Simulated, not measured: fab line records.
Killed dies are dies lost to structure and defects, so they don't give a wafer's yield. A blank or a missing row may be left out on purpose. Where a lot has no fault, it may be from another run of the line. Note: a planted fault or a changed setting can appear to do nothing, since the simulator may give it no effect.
fab line records	flow nand-harc	part 1 of 2: steps 1 to 22 of 23
[record] lots = 7	wafers = 21	last-day = 32
route steps=1302 shown A_SGD_CUT@918 A_SLIT@922 END@1302
lots that met no fault: from a run of the same line without faults
start-h: the number of hours between the record's first day and the start of the first shown wafer of the lot	wait-h: hours elapsed since this lot's preceding step	" repeats the value in the row above	L1.1+2: one row covering several wafers at once	- either no value or no given start	* or withheld: withheld	< > ~ a bound
route shown NAME@n: NAME is a module with steps in the file, n the number in the route of the first one	usual: mean/standard deviation of fault-free wafers	same: alike in all rows	chamber/n: place in a boat	sites: each site's reading	_std_site: their standard deviation	_edge_site: inner sites' mean taken away from outer sites' mean	radius-mm: for every site, how far away it sits from the centre of the wafer	mask NAME#n: copy n	behind: the most recent tool/chamber to have shaped the wafer	hold: cause of the lot's hold/its duration in hours/its outcome	device: which transistor (n, p or np) failed to switch	end of line: tests of these same wafers at the route's end	step lacking rows: just its recipe	killed: at the first sort, the dies lost to defects and structure; wafer yield is something else	map: per-die view of a wafer (x killed, . not killed, _ where there is no die)
set.NAME: the setting as run; set.NAME@STEP: as run at that earlier step	model.NAME: the simulator's own value behind a step, which no gauge read
lots at selected steps of the route; one table per step, one row per wafer
services: from which hour (start-h, from the record's first day; less than 0 if before it) a tool's chamber was out of use, for how many hours, and why
[[steps]]
[step NHARC_A_SGD_CUT_ETCH_26]
[recipe] target-depth-a = 458	chemistry = dHF	material = SiO2
[step NHARC_A_SGD_CUT_ETCHBACK_24]
[recipe] target-depth-a = 500	over-etch-frac = 0.3	time-s = 92.857	ion-energy-ev = 120	ch3f-flow-sccm = 50	o2-flow-sccm = 30	ar-flow-sccm = 200	rf-w = 500	bias-w = 100	chemistry = CH3F/O2
[step NHARC_A_SGD_CUT_STRIP_28]
[recipe] time-s = 20	o2-flow-sccm = 500	ar-flow-sccm = 0	bias-w = 0	chemistry = O2
[usual] drypump-motor-current-A = 6.11/0.28	oes-product-au = 1.000/0.0063	rf-vpp-V = 57.9/0.98	showerhead-plenum-p-Torr = 3.60/0.13	throttle-valve-pct = 17.035/0.0082
lot.wafer	tool	chamber	start-h	wait-h	drypump-motor-current-A	oes-product-au	rf-hours-counter-h	rf-vpp-V	showerhead-plenum-p-Torr	throttle-valve-pct
L183.1	rie-diel-13	0	-	-	6.55	1.008	6	56.2	3.44	17.045
L183.2	"	1	"	"	6.38	1.002	7	57.9	3.68	17.024
L183.6	"	3	"	"	5.93	1.005	-	57.4	3.75	17.030
L190.3	rie-diel-02	1	-	-	6.39	1.005	6	57.8	3.72	17.021
L190.2	"	3	"	"	6.14	0.992	6	57.0	3.77	17.037
L190.5	"	2	"	"	6.01	0.998	-	60.4	3.70	17.052
L191.3	rie-diel-02	3	-	-	6.13	0.993	6	59.4	3.77	17.039
L191.2	"	0	"	"	5.84	0.992	7	57.3	3.56	17.034
L191.5	"	2	"	"	6.00	0.997	-	58.9	3.70	17.041
L192.2	rie-diel-12	3	-	-	6.47	1.015	8	58.5	3.54	17.023
L192.3	"	0	"	"	6.28	0.997	7	58.0	3.69	17.023
L192.4	"	1	"	"	5.71	1.001	7	57.8	3.46	17.041
L194.1	rie-diel-13	3	-	-	5.92	0.999	2	58.4	3.75	17.032
L194.2	"	1	"	"	6.37	1.010	2	57.7	3.67	17.043
L194.5	"	0	"	"	6.54	1.002	-	58.1	3.43	17.033
L195.3	rie-diel-13	2	-	-	5.74	1.002	3	57.6	3.53	17.034
L195.1	"	0	"	"	6.59	1.005	3	57.1	3.43	17.042
L195.5	"	2	"	"	5.78	1.003	-	55.3	3.53	17.037
L200.3	rie-diel-02	2	-	-	6.01	0.999	3	56.9	3.69	17.035
L200.2	"	3	"	"	6.12	0.985	3	59.4	3.76	17.037
L200.1	"	1	"	"	6.40	0.993	3	57.2	3.72	17.040
[step NHARC_A_SGD_CUT_INSPECT_25]
[usual] raw-defect-count = 397/90
lot.wafer	tool	chamber	start-h	wait-h	raw-defect-count
L183.1	defect-inspect-01	-	452.94	-	314
L183.2	"	-	"	"	470
L183.6	"	-	"	"	556
L190.2	defect-inspect-01	-	529.21	-	469
L190.3	"	-	"	"	548
L190.5	"	-	"	"	372
L191.2	defect-inspect-01	-	535.17	-	702
L191.3	"	-	"	"	456
L191.5	"	-	"	"	288
L192.2	defect-inspect-02	-	535.32	-	351
L192.3	"	-	"	"	333
L192.4	"	-	"	"	388
L194.1	defect-inspect-02	-	550.25	-	379
L194.2	"	-	"	"	328
L194.5	"	-	"	"	327
L195.1	defect-inspect-02	-	574.48	-	373
L195.3	"	-	"	"	398
L195.5	"	-	"	"	458
L200.1	defect-inspect-02	-	633.03	-	254
L200.2	"	-	"	"	344
L200.3	"	-	"	"	343
[step NHARC_A_SLIT_DEP_25]
[recipe] target-thk-a = 2000	temp-c = 400	pressure-torr = 6.5	rf-w = 900	teos-flow-sccm = 161.4	flow-sccm = 2650	target-thk-nm = 200	gas = O2	material = SiO2
[usual] heater-power-w = 502/66	throttle-valve-pct = 16.0/0.42
lot.wafer	tool	chamber	start-h	wait-h	heater-power-w	throttle-valve-pct
L183.2	pecvd-03	2	453.00	0.1	452	15.6
L183.1	"	0	"	"	622	15.8
L183.6	"	2	"	"	464	15.7
L190.3	pecvd-04	2	529.32	0.1	433	15.7
L190.2	"	0	"	"	401	16.3
L190.5	"	0	"	"	420	16.2
L191.2	pecvd-01	0	535.30	0.1	486	16.5
L191.3	"	1	"	"	471	15.7
L191.5	"	1	"	"	478	15.6
L192.2	pecvd-04	0	535.39	0.1	416	16.2
L192.3	"	1	"	"	506	15.4
L192.4	"	1	"	"	524	15.7
L194.1	pecvd-04	2	550.32	0.1	477	15.4
L194.2	"	0	"	"	433	16.0
L194.5	"	0	"	"	445	16.1
L195.3	pecvd-03	2	574.55	0.1	505	15.7
L195.1	"	0	"	"	609	15.8
L195.5	"	1	"	"	529	16.4
L200.2	pecvd-03	1	633.10	0.1	529	16.2
L200.3	"	2	"	"	565	15.5
L200.1	"	0	"	"	592	15.7
[step NHARC_A_SLIT_DEP_00]
[recipe] target-thk-a = 62000	temp-c = 400	material = aC
[step NHARC_A_SLIT_DEP_23]
[recipe] target-thk-a = 1000	target-thk-nm = 100	temp-c = 400	pressure-torr = 3.5	flow-sccm = 200	rf-w = 350	material = SiON
[usual] heater-power-w = 694/67
lot.wafer	tool	chamber	start-h	wait-h	heater-power-w
L183.2	pecvd-01	2	457.88	2.5	747
L183.1	"	0	"	"	643
L183.6	"	0	"	"	654
L190.3	pecvd-03	2	533.47	1.9	634
L190.2	"	0	"	"	809
L190.5	"	1	"	"	760
L191.2	pecvd-03	2	539.50	2.6	690
L191.3	"	0	"	"	783
L191.5	"	1	"	"	677
L192.2	pecvd-04	0	540.98	2.6	550
L192.3	"	1	"	"	760
L192.4	"	0	"	"	566
L194.2	pecvd-04	2	554.49	2.6	617
L194.1	"	0	"	"	630
L194.5	"	1	"	"	690
L195.1	pecvd-01	0	581.43	3.1	667
L195.3	"	1	"	"	637
L195.5	"	1	"	"	643
L200.2	pecvd-01	0	638.22	2.5	600
L200.1	"	1	"	"	704
L200.3	"	2	"	"	652
[step NHARC_A_SLIT_DEHYDRATE_01]
[recipe] temp-c = 150	time-s = 120
[step NHARC_A_SLIT_HMDS_02]
[recipe] time-s = 30
[step NHARC_A_SLIT_COAT_03]
[recipe] spin-rpm = 1500	resist-thk-nm = 90
[step NHARC_A_SLIT_SOFTBAKE_04]
[recipe] temp-c = 105	time-s = 55
[step NHARC_A_SLIT_EBR_05]
[step NHARC_A_SLIT_EXPOSE_06]
[recipe] na = 1.35	dose-mj = 60.82	mask-id = SLIT
[usual] exposure-dose-mJ-cm2 = 60.83/0.063
lot.wafer	tool	chamber	start-h	wait-h	mask	exposure-dose-mJ-cm2
L183.1	arfi-scanner-02	0	458.39	-	SLIT#0	60.87
L183.2	"	0	"	"	SLIT#0	60.86
L183.6	"	0	"	"	SLIT#0	60.80
L190.2	arfi-scanner-02	0	533.98	-	SLIT#0	60.90
L190.3	"	0	"	"	SLIT#0	61.01
L190.5	"	0	"	"	SLIT#0	60.98
L191.2	arfi-scanner-02	0	541.50	-	SLIT#0	67.35
L191.3	"	0	"	"	SLIT#0	67.39
L191.5	"	0	"	"	SLIT#0	67.34
L192.2	arfi-scanner-02	0	541.53	-	SLIT#0	67.40
L192.3	"	0	"	"	SLIT#0	67.36
L192.4	"	0	"	"	SLIT#0	67.34
L194.1	arfi-scanner-02	0	555.15	-	SLIT#0	65.08
L194.2	"	0	"	"	SLIT#0	64.92
L194.5	"	0	"	"	SLIT#0	64.98
L195.1	arfi-scanner-01	0	581.97	-	SLIT#0	60.81
L195.3	"	0	"	"	SLIT#0	60.89
L195.5	"	0	"	"	SLIT#0	60.79
L200.1	arfi-scanner-03	0	638.63	-	SLIT#0	60.79
L200.2	"	0	"	"	SLIT#0	60.80
L200.3	"	0	"	"	SLIT#0	60.80
[step NHARC_A_SLIT_PEB_07]
[recipe] peb-temp-c = 100	peb-time-s = 65
[step NHARC_A_SLIT_DEVELOP_08]
[recipe] develop-time-s = 35	dev-temp-c = 23
[step NHARC_A_SLIT_CD_MEAS_09]
[recipe] target-cd-nm = 300	landing-energy-ev = 500
[usual] cd-nm = 299.8/0.48
lot.wafer	tool	chamber	start-h	wait-h	hold	cd-nm
L183.1	cd-sem-02	0	458.53	-	-	299.2
L183.2	"	0	"	"	-	300.4
L183.6	"	0	"	"	-	299.5
L190.2	cd-sem-01	0	534.12	-	-	299.5
L190.3	"	0	"	"	-	299.1
L190.5	"	0	"	"	-	299.6
L191.2	cd-sem-01	0	541.64	-	await-dispo/0.2h/release	305.1
L191.3	"	0	"	"	await-dispo/0.2h/release	304.5
L191.5	"	0	"	"	await-dispo/0.2h/release	305.1
L191.2	cd-sem-01	0	-	-	-	305.4
L191.3	"	0	"	"	-	305.3
L191.5	"	0	"	"	-	305.1
L192.2	cd-sem-03	0	541.67	-	await-dispo/0.2h/release	305.0
L192.3	"	0	"	"	await-dispo/0.2h/release	304.7
L192.4	"	0	"	"	await-dispo/0.2h/release	305.1
L192.2	cd-sem-03	0	-	-	-	305.2
L192.3	"	0	"	"	-	305.1
L192.4	"	0	"	"	-	304.6
L194.1	cd-sem-01	0	555.30	-	await-dispo/0.2h/release	303.4
L194.2	"	0	"	"	await-dispo/0.2h/release	303.1
L194.5	"	0	"	"	await-dispo/0.2h/release	302.4
L194.1	cd-sem-01	0	-	-	-	303.3
L194.2	"	0	"	"	-	302.8
L194.5	"	0	"	"	-	302.6
L195.1	cd-sem-02	0	582.11	-	-	299.6
L195.3	"	0	"	"	-	299.3
L195.5	"	0	"	"	-	300.1
L200.1	cd-sem-02	0	638.77	-	-	299.5
L200.2	"	0	"	"	-	299.3
L200.3	"	0	"	"	-	299.6
[step NHARC_A_SLIT_OVL_MEAS_10]
[usual] overlay-x-nm = -0.1/0.71	overlay-y-nm = -0.2/0.94
lot.wafer	tool	chamber	start-h	wait-h	hold	overlay-x-nm	overlay-y-nm
L183.1	overlay-02	-	458.62	-	-	-0.3	1.0
L183.2	"	-	"	"	-	0.7	0.0
L183.6	"	-	"	"	-	0.3	0.8
L190.2	overlay-02	-	534.21	-	-	0.1	-1.8
L190.3	"	-	"	"	-	0.7	-1.9
L190.5	"	-	"	"	-	0.8	-1.0
L191.2	overlay-01	-	542.95	-	await-dispo/1.0h/release	-1.1	-1.1
L191.3	"	-	"	"	await-dispo/1.0h/release	-1.3	-0.7
L191.5	"	-	"	"	await-dispo/1.0h/release	-0.8	-0.6
L192.2	overlay-02	-	543.54	-	await-dispo/1.6h/release	-0.2	-0.7
L192.3	"	-	"	"	await-dispo/1.6h/release	0.2	-0.8
L192.4	"	-	"	"	await-dispo/1.6h/release	-0.7	0.2
L194.1	overlay-01	-	557.03	-	await-dispo/1.5h/release	-0.2	1.4
L194.2	"	-	"	"	await-dispo/1.5h/release	-0.2	0.9
L194.5	"	-	"	"	await-dispo/1.5h/release	-0.4	0.5
L195.1	overlay-01	-	582.19	-	-	1.2	-1.5
L195.3	"	-	"	"	-	0.7	-1.1
L195.5	"	-	"	"	-	0.7	-1.6
L200.1	overlay-02	-	638.86	-	-	0.2	0.6
L200.2	"	-	"	"	-	0.4	0.5
L200.3	"	-	"	"	-	0.8	0.8
[step NHARC_A_SLIT_INSPECT_11]
[usual] raw-defect-count = 65/34
lot.wafer	tool	chamber	start-h	wait-h	raw-defect-count
L183.1	defect-inspect-01	-	458.66	0.0	64
L183.2	"	-	"	"	76
L183.6	"	-	"	"	69
L190.2	defect-inspect-02	-	534.24	0.0	62
L190.3	"	-	"	"	91
L190.5	"	-	"	"	74
L191.2	defect-inspect-01	-	542.98	0.0	83
L191.3	"	-	"	"	66
L191.5	"	-	"	"	69
L192.2	defect-inspect-02	-	543.57	0.0	36
L192.3	"	-	"	"	47
L192.4	"	-	"	"	38
L194.1	defect-inspect-02	-	557.06	0.0	104
L194.2	"	-	"	"	93
L194.5	"	-	"	"	85
L195.1	defect-inspect-01	-	582.23	0.0	15
L195.3	"	-	"	"	25
L195.5	"	-	"	"	17
L200.1	defect-inspect-01	-	638.89	0.0	48
L200.2	"	-	"	"	52
L200.3	"	-	"	"	60
[step NHARC_A_SLIT_DESCUM_14]
[recipe] time-s = 3	o2-flow-sccm = 200	ar-flow-sccm = 0	bias-power-w = 0	chemistry = O2
[usual] drypump-motor-current-A = 5.8/0.38	oes-product-au = 0.999/0.0079	rf-vpp-V = 57.9/0.95	showerhead-plenum-p-Torr = 1.95/0.067	throttle-valve-pct = 11.312/0.0094
lot.wafer	tool	chamber	start-h	wait-h	drypump-motor-current-A	oes-product-au	rf-hours-counter-h	rf-vpp-V	showerhead-plenum-p-Torr	throttle-valve-pct
L183.2	rie-diel-06	2	458.73	0.1	6.1	1.002	8	59.7	1.89	11.319
L183.1	"	3	"	"	5.8	1.005	8	56.9	1.86	11.308
L183.6	"	0	"	"	6.1	0.993	-	58.9	2.02	11.317
L190.3	rie-diel-06	2	534.30	0.1	6.2	0.997	2	57.9	1.89	11.316
L190.2	"	3	"	"	5.7	0.995	2	57.7	1.86	11.311
L190.5	"	3	"	"	5.7	0.993	-	57.3	1.86	11.314
L191.2	rie-diel-03	0	543.05	0.1	5.5	1.001	4	56.4	1.97	11.310
L191.3	"	2	"	"	6.1	0.998	4	58.9	2.01	11.313
L191.5	"	3	"	"	4.8	0.998	-	58.7	2.02	11.307
L192.2	rie-diel-11	3	543.63	0.1	5.9	1.008	4	58.4	1.88	11.319
L192.4	"	0	"	"	5.9	0.997	4	58.0	1.99	11.319
L192.3	"	1	"	"	6.2	1.001	3	58.2	1.99	11.305
L194.1	rie-diel-06	1	557.13	0.1	5.4	0.992	2	57.1	1.95	11.315
L194.2	"	2	"	"	6.1	0.995	4	56.9	1.89	11.310
L194.5	"	0	"	"	6.1	0.994	-	59.0	2.02	11.301
L195.1	rie-diel-11	2	582.31	0.1	5.8	1.008	4	57.9	2.03	11.317
L195.3	"	3	"	"	5.9	0.995	6	58.3	1.88	11.320
L195.5	"	1	"	"	6.2	0.994	-	57.4	1.99	11.304
L200.1	rie-diel-06	3	638.96	0.1	5.8	1.017	9	56.8	1.86	11.288
L200.3	"	0	"	"	6.2	0.995	8	59.9	2.01	11.317
L200.2	"	1	"	"	5.4	1.002	6	57.7	1.95	11.283
[step NHARC_A_SLIT_ETCH_24]
[recipe] target-depth-a = 1210	time-s = 60.5	cf4-flow-sccm = 100	chf3-flow-sccm = 30	ar-flow-sccm = 0	rf-w = 500	bias-w = 200	chemistry = CF4/CHF3
[usual] drypump-motor-current-A = 5.8/0.37	oes-product-au = 0.960/0.017	rf-vpp-V = 371.6/1.9	showerhead-plenum-p-Torr = 1.60/0.053	throttle-valve-pct = 16.803/0.0093
lot.wafer	tool	chamber	start-h	wait-h	drypump-motor-current-A	oes-product-au	rf-hours-counter-h	rf-vpp-V	showerhead-plenum-p-Torr	throttle-valve-pct	model.A_SLIT.cd-offset-nm
L183.1	rie-diel-06	1	458.80	0.1	5.4	0.956	9	370.8	1.61	16.810	-0.4521
L183.2	"	0	"	"	6.1	0.957	9	373.5	1.65	16.812	-0.6597
L183.6	"	1	"	"	5.4	0.965	-	371.7	1.61	16.805	-0.7691
L190.2	rie-diel-06	2	534.41	0.1	6.1	0.962	2	369.5	1.55	16.803	-0.08014
L190.3	"	3	"	"	5.8	0.962	2	370.4	1.53	16.798	-1.293
L190.5	"	2	"	"	6.1	0.959	-	369.4	1.55	16.793	-0.6257
L191.2	rie-diel-03	1	543.14	0.1	5.8	0.926	3	367.2	1.49	16.796	4.828
L191.3	"	2	"	"	6.1	0.928	4	374.0	1.65	16.805	4.139
L191.5	"	0	"	"	5.5	0.927	-	371.9	1.62	16.811	4.222
L192.4	rie-diel-11	1	543.73	0.1	6.1	0.938	3	373.6	1.64	16.803	3.605
L192.3	"	2	"	"	5.7	0.967	2	372.3	1.66	16.797	5.109
L192.2	"	3	"	"	5.9	0.947	4	370.3	1.55	16.805	4.663
L194.1	rie-diel-06	0	557.22	0.1	6.2	0.964	4	372.6	1.65	16.806	2.924
L194.2	"	1	"	"	5.4	0.956	2	371.5	1.61	16.805	2.746
L194.5	"	3	"	"	5.7	0.983	-	368.5	1.53	16.790	1.596
L195.3	rie-diel-11	0	582.38	0.1	5.9	0.952	6	372.2	1.63	16.806	-0.7367
L195.1	"	3	"	"	5.9	0.976	6	369.4	1.55	16.800	-0.6348
L195.5	"	1	"	"	6.2	0.955	-	372.9	1.64	16.813	-0.3918
L200.1	rie-diel-06	0	639.04	0.1	6.1	0.967	8	372.9	1.65	16.809	0.02083
L200.2	"	1	"	"	5.4	0.976	6	371.3	1.60	16.795	-0.6308
L200.3	"	2	"	"	6.2	0.972	10	370.0	1.55	16.801	-0.4434
[step NHARC_A_SLIT_ETCH_15]
[recipe] target-depth-a = 62000	over-etch-frac = 0.3	time-s = 1612	ion-energy-ev = 150	o2-flow-sccm = 400	cos-flow-sccm = 20	ar-flow-sccm = 0	rf-w = 500	bias-w = 300	chemistry = O2/COS
[usual] drypump-motor-current-A = 5.8/0.38	oes-product-au = 0.998/0.0072	rf-vpp-V = 315.0/1.8	showerhead-plenum-p-Torr = 3.17/0.1	throttle-valve-pct = 28.331/0.0086
lot.wafer	tool	chamber	start-h	wait-h	drypump-motor-current-A	oes-product-au	rf-hours-counter-h	rf-vpp-V	showerhead-plenum-p-Torr	throttle-valve-pct	model.A_SLIT.cd-offset-nm
L183.2	rie-diel-06	3	-	-	5.8	1.004	8	312.5	3.04	28.335	-0.792
L183.1	"	1	"	"	5.4	1.005	9	317.0	3.19	28.335	-1.004
L183.6	"	3	"	"	5.8	1.004	-	314.0	3.04	28.336	-1.109
L190.2	rie-diel-06	2	-	-	6.1	1.005	3	314.0	3.08	28.335	-0.1362
L190.3	"	3	"	"	5.7	1.002	3	312.4	3.04	28.317	-1.511
L190.5	"	0	"	"	6.1	0.994	-	316.7	3.28	28.348	-0.6601
L191.2	rie-diel-03	1	-	-	5.8	1.002	4	311.9	2.96	28.314	5.12
L191.3	"	3	"	"	4.8	1.002	5	317.3	3.29	28.326	4.6
L191.5	"	1	"	"	5.7	1.004	-	312.9	2.96	28.339	4.226
L192.2	rie-diel-11	0	-	-	5.9	0.996	4	316.4	3.24	28.351	4.559
L192.4	"	1	"	"	6.2	1.003	3	315.6	3.25	28.334	3.511
L192.3	"	2	"	"	5.8	1.008	3	316.4	3.30	28.330	4.711
L194.1	rie-diel-06	2	-	-	6.1	0.998	4	313.6	3.08	28.338	2.895
L194.2	"	1	"	"	5.4	0.995	2	316.2	3.18	28.343	3.365
L194.5	"	2	"	"	6.1	0.985	-	314.0	3.08	28.329	1.804
L195.3	rie-diel-11	0	-	-	6.0	0.992	6	315.8	3.24	28.336	-0.9554
L195.1	"	2	"	"	5.7	0.994	5	316.6	3.30	28.308	-0.9192
L195.5	"	0	"	"	6.0	0.999	-	315.8	3.24	28.330	-0.6711
L200.3	rie-diel-06	3	-	-	5.8	0.996	10	311.8	3.04	28.322	-0.4362
L200.2	"	1	"	"	5.4	0.984	7	314.5	3.18	28.328	-0.4406
L200.1	"	2	"	"	6.1	0.993	10	313.0	3.08	28.341	0.007138
[step NHARC_A_SLIT_ETCH_17]
[recipe] bias-v = 900	source-w = withheld	pressure-mtorr = 20	ar-flow-sccm = 375	c4f8-flow-sccm = 83.3	o2-flow-sccm = 41.7	time-s = 4254.5	target-depth-a = 2.03e+05	chemistry = C4F8/O2/Ar
[usual] c4f8-flow-sccm = 83.28/0.25	drypump-motor-current-A = 5.6/0.54	showerhead-plenum-p-Torr = 3.68/0.18	throttle-valve-pct = 32.046/0.009
lot.wafer	tool	chamber	start-h	wait-h	c4f8-flow-sccm	drypump-motor-current-A	rf-hours-counter-h	showerhead-plenum-p-Torr	throttle-valve-pct
L183.2	har-etch-01	0	463.56	-	82.92	5.2	255	3.48	32.044
L183.1	"	1	"	"	83.42	5.2	255	3.65	32.050
L183.6	"	0	465.99	-	83.12	5.2	-	3.48	32.041
L190.2	har-etch-01	0	535.81	-	83.48	5.1	293	3.46	32.040
L190.3	"	1	537.60	-	83.05	5.1	-	3.63	32.048
L190.5	"	1	538.79	-	83.34	5.1	-	3.63	32.047
L192.2	har-etch-01	1	545.48	-	83.42	5.2	301	3.63	32.048
L192.4	"	0	"	"	83.18	5.1	-	3.46	32.044
L192.3	"	1	"	"	83.66	5.2	-	3.63	32.040
L191.2	har-etch-02	1	546.70	-	83.27	6.0	89	3.89	32.061
L191.3	"	1	547.91	-	83.37	6.0	-	3.89	32.057
L191.5	"	1	549.12	-	83.19	6.0	-	3.89	32.054
L194.1	har-etch-02	1	560.39	-	83.47	6.0	96	3.89	32.050
L194.2	"	0	"	"	83.18	6.4	96	3.89	32.039
L194.5	"	1	562.82	-	83.00	6.0	-	3.89	32.062
L195.1	har-etch-01	1	583.54	-	83.30	5.2	324	3.61	32.040
L195.3	"	0	585.40	-	82.98	5.1	-	3.45	32.036
L195.5	"	0	586.64	-	83.17	5.1	-	3.45	32.033
L200.1	har-etch-02	1	640.21	-	83.47	6.0	142	3.86	32.048
L200.2	"	0	"	"	83.37	6.5	142	3.86	32.042
L200.3	"	0	642.03	-	83.57	6.4	-	3.86	32.029
[[key]]
[first-sign] step = NHARC_A_SLIT_EXPOSE_06	reading = exposure-dose-mJ-cm2	direction = up	sigmas = 91	usual = 60.83	struck = 66.57
[effect] step = NHARC_A_SLIT_CD_MEAS_09	reading = visit	direction = added	through = control-loop
[effect] step = NHARC_A_SLIT_CD_MEAS_09	reading = cd-nm	direction = up	sigmas = 9.3	usual = 299.8	struck = 304.3	through = control-loop
[model-effect] step = NHARC_A_SLIT_ETCH_24	value = A_SLIT.cd-offset-nm	without = -0.8	struck = 3.759
[model-effect] step = NHARC_A_SLIT_ETCH_15	value = A_SLIT.cd-offset-nm	without = -0.6959	struck = 3.866
met-at NHARC_A_SLIT_EXPOSE_06
struck-wafers L191.2,L191.3,L191.5,L192.2,L192.3,L192.4,L194.1,L194.2,L194.5
rows-end L194.2,L194.5
tester-left-out L191,L192,L194
[loop-trim] step = NHARC_A_SLIT_EXPOSE_06	setting = dose	lots = L194
onset-between 533.98 541.50
[fault] kind = process-parameter-drift	tool = arfi-scanner-02	chamber = -	onset-h = 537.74	steps = NHARC_A_SLIT_EXPOSE_06	channel = dose-mj	offset = 6.4913	shape = step	acts-in = these-recipes-only	stated = 60.82
// tester-left-out: of these lots the tester's yield and bins aren't shown, on N5 and GAA mostly nor the transistor test; their killed dies are dies lost to structure and defects alone, not to doping, threshold or leakage, so they don't give the yield
// rows-end: these wafers met a further fault down the route, and their rows from its step on are left out
// loop-trim: a control loop set the setting to another value than it would have without faults
